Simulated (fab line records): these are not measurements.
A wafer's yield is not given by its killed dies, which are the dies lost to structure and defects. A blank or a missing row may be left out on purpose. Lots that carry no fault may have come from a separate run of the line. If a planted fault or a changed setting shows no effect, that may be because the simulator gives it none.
Split-lot experiment | flow n5Finfet | 21 wafers read across 7 lots, on a route 1938 steps long

== THE SPLIT ==
At N5_HKMG_FIN_ETCH_58 (etches SOC in N2/H2, target depth 215.8 nm, time 741 s), the setting sourceW was moved away from the recipe's 875 W on 3 of the 21 wafers read, by -17.7% to +14.5%. For the rest of the wafers, this setting stayed at what the recipe calls for.

The split's own step is where the reading is taken.

== THE READING ==
rfVppV, in V, at N5_HKMG_FIN_ETCH_58 (etches SOC in N2/H2, target depth 215.8 nm, time 741 s). Fault-free wafers of this fab line usually give 99.2 V, standard deviation 1.1 V.

wafer  | tool, chamber at the split | sourceW as run, W | against the recipe | rfVppV, V | against lot-mates on the recipe
L078.2 | rieDiel-04, 3              | 875               | recipe             | 98.5      | -
L078.3 | rieDiel-04, 2              | 875               | recipe             | 100.4     | -
L078.4 | rieDiel-04, 0              | 875               | recipe             | 99.5      | -
L082.1 | rieDiel-02, 1              | 875               | recipe             | 99.6      | -
L082.4 | rieDiel-02, 3              | 875               | recipe             | 100.4     | -
L082.5 | rieDiel-02, 0              | 875               | recipe             | 100.5     | -
L085.3 | rieDiel-04, 0              | 875               | recipe             | 98.4      | -
L085.5 | rieDiel-04, 0              | 875               | recipe             | 100.2     | -
L085.6 | rieDiel-04, 1              | 875               | recipe             | 98.4      | -
L086.1 | rieDiel-02, 2              | 875               | recipe             | 100.0     | -
L086.3 | rieDiel-02, 3              | 875               | recipe             | 99.7      | -
L086.4 | rieDiel-02, 1              | 875               | recipe             | 100.4     | -
L094.2 | rieDiel-04, 2              | 875               | recipe             | 98.2      | -
L094.4 | rieDiel-04, 0              | 875               | recipe             | 98.5      | -
L094.5 | rieDiel-04, 1              | 875               | recipe             | 97.1      | -
L095.1 | rieDiel-04, 3              | 1002              | +14.5%             | 94.7      | -4.3
L095.3 | rieDiel-04, 2              | 875               | recipe             | 99.8      | -
L095.6 | rieDiel-04, 2              | 875               | recipe             | 98.2      | -
L096.3 | rieDiel-02, 1              | 720.1             | -17.7%             | 106.8     | +5.1
L096.5 | rieDiel-02, 0              | 875               | recipe             | 101.7     | -
L096.6 | rieDiel-02, 1              | 720.1             | -17.7%             | 106.0     | +4.3

FIT RESULTS
A straight line over all 21 wafers: rfVppV changes by -0.375 V for each +1% of sourceW; r = -0.91; the points scatter about the line by 1.1 V.
The same after taking each lot's own level away (the mean of its wafers on the recipe; 21 wafers): -0.274 V for each +1%; r = -0.94; scatter 0.63 V.
On that fit, the largest move of sourceW shifts the reading by 4.9 V.
Across the lots, their own levels run from 97.93 to 101.70 V, a range of 3.4 times the standard deviation given above.
In other words, the slope is changed by the lot-to-lot level; the two fits disagree.
Check: with one of the wafers moved furthest among these (-17.7%) left out of the fit, the line predicts +4.64 V for it against its lot-mates. It came out at +5.1 V against them.
Tool readings at the split's step, against how far the setting was moved: rfVppV r = -0.91.

== THE WHOLE CHAIN: every reading that the file lists as answering this split, in the file's order ==
step                | what it does                                           | reading                                                                        | change (the file's fit)              | r (the file's)
N5_HKMG_FIN_ETCH_58 | etches SOC in N2/H2, target depth 215.8 nm, time 741 s | rfVppV                                                                         | -0.278 V for each +1% of the setting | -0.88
N5_HKMG_FIN_ETCH_58 | etches SOC in N2/H2, target depth 215.8 nm, time 741 s | SOC_of_HKMG_FIN_COAT_41.thkNm (the simulator's own value, which no gauge read) | -2.06 nm for each +1% of the setting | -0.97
N5_HKMG_FIN_ETCH_58 | etches SOC in N2/H2, target depth 215.8 nm, time 741 s | etch.depthNm (the simulator's own value, which no gauge read)                  | +2.06 nm for each +1% of the setting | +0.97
N5_HKMG_FIN_ETCH_58 | etches SOC in N2/H2, target depth 215.8 nm, time 741 s | HKMG_FIN.featureDepthNm (the simulator's own value, which no gauge read)       | +2.07 nm for each +1% of the setting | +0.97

== FILE'S OWN FIT ==
rfVppV changes by -0.278 V for each +1% of sourceW, r = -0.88.
